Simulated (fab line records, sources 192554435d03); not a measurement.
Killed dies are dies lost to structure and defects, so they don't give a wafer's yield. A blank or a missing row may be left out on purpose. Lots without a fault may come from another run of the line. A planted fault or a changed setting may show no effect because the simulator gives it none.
Chamber matching | flow n5_finfet | N5_HKMG_FIN_PWFM_ALD_03 on ald_metal-03: 4 sister chambers
The step deposits TiN, target thk 2 nm, pulse time 1 s, purge time 3 s. 4 wafers are shown with their chamber, then 9 later ones without.

WAFERS WITH THEIR CHAMBER
wafer  | chamber | heater_power_w (W)
L085.6 | 3       | 668
L086.2 | 2       | 1050
L086.3 | 0       | 773
L086.5 | 1       | 848

WAFERS WITHOUT THEIR CHAMBER
wafer  | heater_power_w (W)
L091.2 | 855
L091.4 | 1064
L091.6 | 653
L092.3 | 670
L092.4 | 1073
L092.5 | 757
L093.1 | 853
L093.2 | 649
L093.6 | 1076

WHICH CHAMBER EACH WENT THROUGH
wafer  | from the rows above | in truth
L091.2 | 1                   | 1
L091.4 | 2                   | 2
L091.6 | 3                   | 3
L092.3 | 3                   | 3
L092.4 | 2                   | 2
L092.5 | 0                   | 0
L093.1 | 1                   | 1
L093.2 | 3                   | 3
L093.6 | 2                   | 2
Placed correctly: 9 of 9. Can't be placed from these rows: 0. Placed wrongly: 0.
How it was worked out, from the rows above alone: a wafer's distance from a chamber is the root of the sum, over the readings, of the square of ((its reading less the chamber's mean) divided by the reading's scatter). The wafer belongs to the nearest chamber; if the next one is less than 2 further off, it can't be placed. A chamber's mean is the mean of its shown wafers. The scatter: with one shown wafer a chamber, the root of the mean of the squares of how far each hidden wafer lies from its nearest shown one.
